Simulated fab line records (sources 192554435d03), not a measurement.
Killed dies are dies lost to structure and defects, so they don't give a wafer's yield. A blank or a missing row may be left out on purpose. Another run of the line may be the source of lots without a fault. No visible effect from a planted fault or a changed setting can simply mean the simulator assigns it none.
fab line records + flow n5-finfet
[record]
- lots = 13
- wafers = 34
- last-day = 18
route steps=1938 shown BEOL_M2@900 PASSIVATION@1906
lots that met no fault: taken from a fault-free run of the same line
start-h: the number of hours between the record's first day and the start of the first shown wafer of the lot + wait-h: hours elapsed since this lot's preceding step + " the same as in the row above + L1.1+2: one row covering several wafers at once + - value missing, or start not given + * or withheld: withheld + < > ~ a bound
route shown NAME@n: a module of which the file shows steps, and the number in the route of the first + usual: average and standard deviation across the fault-free wafers + same: alike in all rows + chamber/n: place in a boat + sites: the reading at each site + _std_site: how widely they spread, as a standard deviation + _edge_site: the outer-site mean with the inner-site mean subtracted + radius-mm: for every site, how far away it sits from the centre of the wafer + mask NAME#n: copy n + behind: the tool/chamber that last shaped the wafer + hold: why the lot was held/for how many hours/how that ended + device: which transistor (n, p or np) failed to switch + end of line: tests of these same wafers at the route's end + for a step that has no rows: nothing shown but its recipe + killed: at the first sort, the dies lost to defects and structure; wafer yield is something else + map: shows each die of a wafer: x if killed, . if not, _ if none is there
set.NAME: the run value of the setting; set.NAME@STEP: its run value at that earlier step + model.NAME: the simulator's own value behind a step, which no gauge read
one table for each step of the route and one row for each wafer, over a sample of lots
services: from which hour (start-h, from the record's first day; less than 0 if before it) a tool's chamber was out of use, for how many hours, and why
[[steps]]
[step N5_BEOL_M2_PRE_CLEAN_45]
[recipe]
- gas = H2/He
- time-s = 30
- temp-c = 250
[usual]
- heater-power-w = 326/35
| lot.wafer | tool           | chamber | start-h | wait-h | heater-power-w |
|-----------|----------------|---------|---------|--------|----------------|
| L305.3    | pvd-sputter-01 | -       | 145.97  | 0.0    | 344            |
| L305.4    | "              | -       | "       | "      | 334            |
| L305.5    | "              | -       | "       | "      | 282            |
| L306.2    | pvd-sputter-02 | -       | 148.99  | 0.0    | 406            |
| L306.5    | "              | -       | "       | "      | 315            |
| L307.2    | pvd-sputter-01 | -       | 159.92  | 0.0    | 354            |
| L307.4    | "              | -       | "       | "      | 329            |
| L307.5    | "              | -       | "       | "      | 334            |
| L308.2    | pvd-sputter-01 | -       | 165.10  | 0.0    | 345            |
| L308.6    | "              | -       | "       | "      | 336            |
| L309.2    | pvd-sputter-02 | -       | 171.09  | 0.0    | 340            |
| L309.3    | "              | -       | "       | "      | 322            |
| L309.4    | "              | -       | "       | "      | 405            |
| L310.1    | pvd-sputter-01 | -       | 184.06  | 0.0    | 282            |
| L310.2    | "              | -       | "       | "      | 344            |
| L312.1    | pvd-sputter-01 | -       | 184.64  | 0.0    | 356            |
| L312.2    | "              | -       | "       | "      | 350            |
| L312.4    | "              | -       | "       | "      | 283            |
| L311.2    | pvd-sputter-02 | -       | 184.66  | 0.0    | 406            |
| L311.3    | "              | -       | "       | "      | 289            |
| L311.4    | "              | -       | "       | "      | 313            |
| L313.1    | pvd-sputter-02 | -       | 184.74  | 0.0    | 306            |
| L313.2    | "              | -       | "       | "      | 294            |
| L313.5    | "              | -       | "       | "      | 318            |
| L320.1    | pvd-sputter-01 | -       | 229.93  | 0.0    | 284            |
| L320.4    | "              | -       | "       | "      | 345            |
| L320.6    | "              | -       | "       | "      | 334            |
| L321.1    | pvd-sputter-01 | -       | 230.81  | 0.0    | 289            |
| L321.2    | "              | -       | "       | "      | 363            |
| L321.4    | "              | -       | "       | "      | 324            |
| L322.3    | pvd-sputter-03 | -       | 242.43  | 0.0    | 301            |
| L322.6    | "              | -       | "       | "      | 307            |
| L327.4    | pvd-sputter-02 | -       | 276.53  | 0.0    | 313            |
| L327.6    | "              | -       | "       | "      | 289            |
[step N5_PASSIVATION_OVL_MEAS_63]
[recipe]
- points-per-wafer = 44
[usual]
- PAD_OVL = 4/5.3
| lot.wafer | tool       | chamber | start-h | wait-h | PAD_OVL[nm] |
|-----------|------------|---------|---------|--------|-------------|
| L306.2    | overlay-02 | 0       | 277.75  | 0.0    | -8          |
| L306.5    | "          | 0       | "       | "      | 0           |
| L305.3    | overlay-01 | 0       | 279.83  | 0.0    | 6           |
| L305.4    | "          | 0       | "       | "      | 4           |
| L305.5    | "          | 0       | "       | "      | 7           |
| L307.2    | overlay-01 | 0       | 295.16  | 0.0    | 4           |
| L307.4    | "          | 0       | "       | "      | 1           |
| L307.5    | "          | 0       | "       | "      | -1          |
| L308.2    | overlay-02 | 0       | 295.33  | 0.0    | 12          |
| L308.6    | "          | 0       | "       | "      | 13          |
| L309.2    | overlay-01 | 0       | 301.11  | 0.0    | 11          |
| L309.3    | "          | 0       | "       | "      | 12          |
| L309.4    | "          | 0       | "       | "      | 13          |
| L312.1    | overlay-01 | 0       | 302.55  | 0.0    | 5           |
| L312.2    | "          | 0       | "       | "      | 3           |
| L312.4    | "          | 0       | "       | "      | -4          |
| L311.2    | overlay-02 | 0       | 310.97  | 0.0    | 0           |
| L311.3    | "          | 0       | "       | "      | 4           |
| L311.4    | "          | 0       | "       | "      | 0           |
| L310.1    | overlay-02 | 0       | 311.14  | 0.0    | 7           |
| L310.2    | "          | 0       | "       | "      | 15          |
| L313.1    | overlay-02 | 0       | 322.08  | 0.0    | -3          |
| L313.2    | "          | 0       | "       | "      | -1          |
| L313.5    | "          | 0       | "       | "      | -3          |
| L321.1    | overlay-02 | 0       | 361.06  | 0.0    | -3          |
| L321.2    | "          | 0       | "       | "      | 3           |
| L321.4    | "          | 0       | "       | "      | 0           |
| L320.1    | overlay-02 | 0       | 363.40  | 0.0    | 6           |
| L320.4    | "          | 0       | "       | "      | 1           |
| L320.6    | "          | 0       | "       | "      | 11          |
| L322.3    | overlay-01 | 0       | 374.17  | 0.0    | 9           |
| L322.6    | "          | 0       | "       | "      | 8           |
| L327.4    | overlay-02 | 0       | 417.35  | 0.0    | -1          |
| L327.6    | "          | 0       | "       | "      | 2           |
[step N5_PASSIVATION_PECVD_35]
[recipe]
- material = SiNx
- target-thk-a = 7000
- temp-c = 400
- precursor = SiH4/NH3/N2
- pressure-torr = 4.9
- rf-w = 1406
- time-s = 151.3
[usual]
- heater-power-w = 481/97
- showerhead-plenum-p-Torr = 8.68/0.089
- throttle-valve-pct = 29.3/1.1
| lot.wafer | tool     | chamber | start-h | wait-h | heater-power-w | showerhead-plenum-p-Torr | throttle-valve-pct |
|-----------|----------|---------|---------|--------|----------------|--------------------------|--------------------|
| L306.2    | pecvd-03 | 2       | 279.52  | 0.1    | 425            | 8.60                     | 27.3               |
| L306.5    | "        | 2       | "       | "      | 288            | 8.60                     | 27.4               |
| L305.3    | pecvd-03 | 0       | 281.22  | 0.1    | 492            | 8.73                     | 29.0               |
| L305.4    | "        | 1       | "       | "      | 594            | 8.60                     | 30.2               |
| L305.5    | "        | 0       | "       | "      | 513            | 8.72                     | 28.8               |
| L307.2    | pecvd-04 | 1       | 296.60  | 0.1    | 548            | 8.54                     | 29.4               |
| L307.4    | "        | 0       | "       | "      | 573            | 8.65                     | 30.7               |
| L307.5    | "        | 1       | "       | "      | 404            | 8.55                     | 29.5               |
| L308.2    | pecvd-03 | 0       | 296.64  | 0.1    | 396            | 8.75                     | 29.1               |
| L308.6    | "        | 1       | "       | "      | 560            | 8.63                     | 30.1               |
| L309.2    | pecvd-03 | 2       | 302.93  | 0.1    | 339            | 8.59                     | 27.0               |
| L309.3    | "        | 1       | "       | "      | 573            | 8.62                     | 30.0               |
| L309.4    | "        | 2       | "       | "      | 392            | 8.61                     | 27.5               |
| L312.1    | pecvd-02 | 2       | 304.32  | 0.1    | 280            | 8.74                     | 29.5               |
| L312.2    | "        | 1       | "       | "      | 480            | 8.74                     | 30.5               |
| L312.4    | "        | 1       | "       | "      | 543            | 8.74                     | 30.5               |
| L311.2    | pecvd-04 | 2       | 312.45  | 0.1    | 518            | 8.81                     | 27.8               |
| L311.3    | "        | 0       | "       | "      | 519            | 8.68                     | 30.9               |
| L311.4    | "        | 2       | "       | "      | 378            | 8.81                     | 28.0               |
| L310.1    | pecvd-02 | 0       | 312.55  | 0.1    | 371            | 8.79                     | 29.2               |
| L310.2    | "        | 2       | "       | "      | 302            | 8.73                     | 29.8               |
| L313.1    | pecvd-03 | 2       | 323.35  | 0.1    | 398            | 8.60                     | 27.5               |
| L313.2    | "        | 1       | "       | "      | 579            | 8.62                     | 30.1               |
| L313.5    | "        | 0       | "       | "      | 491            | 8.74                     | 28.8               |
| L321.1    | pecvd-04 | 2       | 362.44  | 0.1    | 498            | 8.82                     | 27.8               |
| L321.2    | "        | 1       | "       | "      | 448            | 8.55                     | 29.4               |
| L321.4    | "        | 1       | "       | "      | 494            | 8.55                     | 29.6               |
| L320.1    | pecvd-04 | 1       | 366.02  | 0.1    | 424            | 8.54                     | 29.2               |
| L320.4    | "        | 0       | "       | "      | 677            | 8.64                     | 31.1               |
| L320.6    | "        | 2       | "       | "      | 503            | 8.80                     | 27.9               |
| L322.3    | pecvd-04 | 0       | 375.88  | 0.1    | 483            | 8.66                     | 30.8               |
| L322.6    | "        | 1       | "       | "      | 400            | 8.55                     | 29.8               |
| L327.4    | pecvd-04 | 1       | 419.08  | 0.1    | 397            | 8.56                     | 29.4               |
| L327.6    | "        | 2       | "       | "      | 507            | 8.81                     | 28.0               |
[step N5_PASSIVATION_STRIP_48]
[recipe]
- chemistry = O2
- power-w = 600
- temp-c = 60
- pressure-mtorr = 30
- rf-frequency-hz = 6e+07
- bias-power-w = 0
- overash-fraction = 0.5
- o2-flow-sccm = 225
[usual]
- drypump-motor-current-A = 5.8/0.44
- oes-product-au = 0.78/0.071
- rf-vpp-V = 3.8/2.3
- showerhead-plenum-p-Torr = 2.10/0.06
- throttle-valve-pct = 16.78/0.19
| lot.wafer | tool        | chamber | start-h | wait-h | drypump-motor-current-A | oes-product-au | rf-hours-counter-h | rf-vpp-V | showerhead-plenum-p-Torr | throttle-valve-pct |
|-----------|-------------|---------|---------|--------|-------------------------|----------------|--------------------|----------|--------------------------|--------------------|
| L306.2    | rie-diel-02 | 3       | 280.72  | 0.1    | 5.4                     | 0.70           | 202                | 4.4      | 2.05                     | 16.82              |
| L306.5    | "           | 2       | "       | "      | 6.3                     | 0.84           | -                  | 1.9      | 2.22                     | 16.66              |
| L305.3    | rie-diel-02 | 1       | 282.42  | 0.1    | 6.3                     | 0.92           | 7                  | 5.7      | 2.04                     | 16.48              |
| L305.4    | "           | 3       | "       | "      | 5.4                     | 0.71           | -                  | 3.4      | 2.06                     | 16.82              |
| L305.5    | "           | 1       | "       | "      | 6.3                     | 0.92           | -                  | 6.1      | 2.04                     | 16.45              |
| L307.2    | rie-diel-05 | 3       | 297.68  | 0.1    | 6.4                     | 0.78           | 161                | 3.9      | 2.07                     | 16.68              |
| L307.4    | "           | 2       | "       | "      | 5.3                     | 0.79           | 99                 | 2.3      | 2.13                     | 16.67              |
| L307.5    | "           | 2       | "       | "      | 5.3                     | 0.84           | -                  | 1.2      | 2.13                     | 16.77              |
| L308.2    | rie-diel-02 | 1       | 297.95  | 0.1    | 6.3                     | 0.91           | 12                 | 2.6      | 2.04                     | 16.46              |
| L308.6    | "           | 1       | "       | "      | 6.3                     | 0.93           | -                  | 5.2      | 2.03                     | 16.43              |
| L309.2    | rie-diel-02 | 3       | 304.00  | 0.1    | 5.4                     | 0.69           | 211                | 4.9      | 2.05                     | 16.86              |
| L309.3    | "           | 1       | "       | "      | 6.3                     | 0.96           | 14                 | 2.3      | 2.03                     | 16.52              |
| L309.4    | "           | 0       | "       | "      | 5.9                     | 0.80           | 93                 | 4.3      | 2.14                     | 16.84              |
| L312.1    | rie-diel-05 | 1       | 305.52  | 0.1    | 5.7                     | 0.72           | 219                | 8.6      | 2.09                     | 16.97              |
| L312.2    | "           | 3       | "       | "      | 6.3                     | 0.73           | 164                | 4.1      | 2.07                     | 16.66              |
| L312.4    | "           | 2       | "       | "      | 5.3                     | 0.80           | 102                | 3.6      | 2.13                     | 16.74              |
| L311.2    | rie-diel-01 | 3       | 313.65  | 0.1    | 6.1                     | 0.84           | 104                | 1.3      | 2.12                     | 16.54              |
| L311.3    | "           | 0       | "       | "      | 5.1                     | 0.72           | 175                | 7.4      | 2.08                     | 16.73              |
| L311.4    | "           | 1       | "       | "      | 5.3                     | 0.89           | 27                 | 0.2      | 2.16                     | 16.72              |
| L310.1    | rie-diel-02 | 3       | 313.69  | 0.1    | 5.4                     | 0.71           | 215                | 4.2      | 2.05                     | 16.89              |
| L310.2    | "           | 2       | "       | "      | 6.3                     | 0.79           | 71                 | 6.8      | 2.22                     | 16.68              |
| L313.1    | rie-diel-01 | 1       | 324.51  | 0.1    | 5.3                     | 0.90           | 30                 | 4.9      | 2.16                     | 16.67              |
| L313.2    | "           | 2       | "       | "      | 5.3                     | 0.71           | 214                | 4.9      | 2.01                     | 17.23              |
| L313.5    | "           | 2       | "       | "      | 5.3                     | 0.71           | -                  | 7.0      | 2.01                     | 17.10              |
| L321.1    | rie-diel-01 | 2       | 364.03  | 0.1    | 5.3                     | 0.73           | 228                | 0.2      | 2.00                     | 17.20              |
| L321.2    | "           | 3       | "       | "      | 6.0                     | 0.83           | 123                | 3.3      | 2.11                     | 16.63              |
| L321.4    | "           | 0       | "       | "      | 5.1                     | 0.71           | 193                | 6.0      | 2.07                     | 16.79              |
| L320.1    | rie-diel-05 | 3       | 367.28  | 0.1    | 6.3                     | 0.75           | 181                | 5.5      | 2.06                     | 16.72              |
| L320.4    | "           | 1       | "       | "      | 5.7                     | 0.72           | 235                | 3.4      | 2.09                     | 16.95              |
| L320.6    | "           | 2       | "       | "      | 5.3                     | 0.80           | -                  | 4.9      | 2.12                     | 16.87              |
| L322.3    | rie-diel-05 | 1       | 376.95  | 0.1    | 5.7                     | 0.71           | 238                | 3.9      | 2.09                     | 17.02              |
| L322.6    | "           | 0       | "       | "      | 5.9                     | 0.74           | -                  | 4.6      | 2.09                     | 16.97              |
| L327.4    | rie-diel-02 | 2       | 420.24  | 0.0    | 6.3                     | 0.78           | -                  | 1.3      | 2.21                     | 16.68              |
| L327.6    | "           | 1       | "       | "      | 6.3                     | 0.85           | -                  | 2.1      | 2.02                     | 16.52              |
[step N5_PASSIVATION_PROBE_49]
[usual]
- defect-limited-yield = 91.5/1.5
- killed_at_M0_to_M3 = 30/11
- killed_at_M4_up = 13/4.9
- killed-at-contacts = 14/6.5
- killed-at-front-end = 40/11
- killed-at-other = 3.3/2.7
- killed-dies = 100/18
- killed-on-rim = 13/3.8
- killed-open = 67/14
- killed-short = 32/7.8
- sort_bin_5_function = 5.0/0.97
- sort_bin_6_memory = 3.2/0.75
- sort-n-pass = 1080/18
- sort-yield-pct = 91.5/1.5
[same]
- gross-dies = 1180
- killed-at-back-side = 0
- sort_bin_4_leakage[%] = 0
- sort_bin_8_speed[%] = 0
| lot.wafer | tool      | chamber | start-h | wait-h | defect-limited-yield[%] | killed_at_M0_to_M3 | killed_at_M4_up | killed-at-contacts | killed-at-front-end | killed-at-other | killed-dies | killed-on-rim | killed-open | killed-short | sort_bin_5_function[%] | sort_bin_6_memory[%] | sort-n-pass | sort-yield-pct[%] |
|-----------|-----------|---------|---------|--------|-------------------------|--------------------|-----------------|--------------------|---------------------|-----------------|-------------|---------------|-------------|--------------|------------------------|----------------------|-------------|-------------------|
| L321.1    | prober-01 | -       | 366.53  | 0.0    | 91.6                    | 25                 | 7               | 11                 | 50                  | 6               | 99          | 12            | 65          | 29           | 4.7                    | 2.6                  | 1081        | 91.6              |
| L321.2    | prober-01 | -       | 366.58  | 0.1    | 83.0                    | 130                | 13              | 7                  | 49                  | 2               | 201         | 31            | 71          | 30           | 9.7                    | 4.7                  | 979         | 83.0              |
| L321.4    | prober-01 | -       | 366.68  | 0.2    | 93.6                    | 23                 | 9               | 10                 | 32                  | 2               | 76          | 12            | 54          | 21           | 4.3                    | 1.9                  | 1104        | 93.6              |
| L320.1    | prober-02 | -       | 370.51  | 0.8    | 91.3                    | 37                 | 13              | 3                  | 46                  | 4               | 103         | 7             | 66          | 37           | 4.7                    | 3.6                  | 1077        | 91.3              |
| L320.4    | prober-02 | -       | 370.66  | 0.9    | 83.4                    | 126                | 17              | 5                  | 44                  | 4               | 196         | 27            | 60          | 39           | 9.5                    | 4.2                  | 984         | 83.4              |
| L320.6    | prober-02 | -       | 370.76  | 1.0    | 89.1                    | 36                 | 30              | 9                  | 50                  | 4               | 129         | 15            | 91          | 37           | 6.8                    | 3.6                  | 1051        | 89.1              |
// killed by level:class
L321.1 STI_FIN_REVEAL:geometric-particle:open=13 MOL_CONTACT_COAG:geometric-particle:open=9 DUMMY_GATE:geometric-particle:open=7 FIN_SAQP:geometric-particle:short=6 FIN_SAQP:geometric-particle:open=5 BEOL_M1:geometric-particle:open=5 BEOL_M0_SAQP:geometric-particle:short=5 BEOL_M2:geometric-particle:open=5
L321.2 BEOL_M2:unspecified=98 FIN_SAQP:geometric-particle:open=19 FIN_SAQP:geometric-particle:short=9 STI_FIN_REVEAL:geometric-particle:open=8 MOL_CONTACT_COAG:geometric-particle:open=6 BEOL_M1:geometric-particle:open=6 BEOL_M3:geometric-particle:open=6 BEOL_M0_SAQP:geometric-particle:open=5
L321.4 FIN_SAQP:geometric-particle:open=9 MOL_CONTACT_COAG:geometric-particle:open=8 BEOL_M1:geometric-particle:open=7 DUMMY_GATE:geometric-particle:open=6 BEOL_M2:geometric-particle:open=5 FIN_SAQP:geometric-particle:short=4 STARTING-WAFER:geometric-particle:open=4 BEOL_M1:geometric-particle:short=4
L320.1 FIN_SAQP:geometric-particle:open=13 FIN_SAQP:geometric-particle:short=12 DUMMY_GATE:geometric-particle:open=7 BEOL_M1:geometric-particle:short=7 BEOL_M0_SAQP:geometric-particle:short=6 BEOL_M2:geometric-particle:open=6 STI_FIN_REVEAL:geometric-particle:open=5 BEOL_M0_SAQP:geometric-particle:open=5
L320.4 BEOL_M2:unspecified=96 FIN_SAQP:geometric-particle:short=14 BEOL_M4:geometric-particle:open=10 FIN_SAQP:geometric-particle:open=9 STI_FIN_REVEAL:geometric-particle:open=8 BEOL_M0_SAQP:geometric-particle:short=5 BEOL_M1:geometric-particle:open=5 BEOL_M2:geometric-particle:open=5
L320.6 STI_FIN_REVEAL:geometric-particle:open=20 BEOL_M4:geometric-particle:open=17 BEOL_M0_SAQP:geometric-particle:short=10 FIN_SAQP:geometric-particle:open=9 FIN_SAQP:geometric-particle:short=9 BEOL_M3:geometric-particle:open=9 MOL_CONTACT_COAG:geometric-particle:open=8 STI_FIN_REVEAL:geometric-particle:short=5
[[services]]
| tool           | chamber | start-h | hours | kind   |
|----------------|---------|---------|-------|--------|
| rie-diel-02    | -       | 130.52  | 2.8   | pm     |
| rie-diel-05    | 1       | 146.48  | 2.7   | repair |
| rie-diel-01    | 0       | 150.88  | 2.4   | repair |
| pecvd-04       | -       | 169.48  | 6.0   | pm     |
| rie-diel-02    | 3       | 176.47  | 6.5   | repair |
| rie-diel-05    | 2       | 179.93  | 8.2   | repair |
| pecvd-02       | -       | 181.92  | 2.8   | pm     |
| pecvd-02       | -       | 207.67  | 14.6  | pm     |
| rie-diel-02    | 1       | 215.45  | 4.4   | repair |
| rie-diel-01    | -       | 223.56  | 0.1   | repair |
| pecvd-03       | -       | 231.62  | 0.9   | repair |
| pecvd-02       | 0       | 234.62  | 16.0  | repair |
| rie-diel-02    | -       | 274.83  | 1.4   | repair |
| pecvd-04       | -       | 279.00  | 2.8   | pm     |
| pecvd-02       | -       | 291.96  | 6.0   | pm     |
| pecvd-02       | 1       | 306.84  | 14.1  | repair |
| pecvd-03       | 2       | 333.14  | 18.1  | repair |
| rie-diel-05    | -       | 348.85  | 15.6  | pm     |
| pecvd-03       | -       | 352.72  | 0.6   | repair |
| rie-diel-01    | 2       | 353.33  | 4.1   | repair |
| pvd-sputter-01 | -       | 384.44  | 2.7   | repair |
| pvd-sputter-02 | -       | 384.47  | 0.7   | repair |
| pecvd-03       | 0       | 406.44  | 6.6   | repair |
| rie-diel-01    | 1       | 409.67  | 11.6  | repair |
[[key]]
[first-sign]
- step = N5_PASSIVATION_PROBE_49
- reading = killed_at_M0_to_M3
- direction = up
- sigmas = 8.8
- usual = 30
- struck = 128
[effect]
- step = N5_PASSIVATION_PROBE_49
- reading = killed-dies
- direction = up
- sigmas = 5.4
- usual = 100
- struck = 198
[more-kills-born-at]
- N5_BEOL_M2_PRE_CLEAN_45@pvd-sputter-01 = 194
met-at N5_BEOL_M2_PRE_CLEAN_45
struck-lots L320,L321
struck-wafers L320.4,L321.2
not-acting-at N5_PASSIVATION_OVL_MEAS_63,N5_PASSIVATION_PECVD_35,N5_PASSIVATION_STRIP_48
onset-between 184.64 229.93
[fault]
- kind = chamber-particle-source
- tool = pvd-sputter-01
- chamber = -
- onset-h = 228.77
- steps = N5_BEOL_M2_PRE_CLEAN_45
- rate-per-visit-cm2 = 1.2263
- end-h = 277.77
- scope = struck-wafers-only
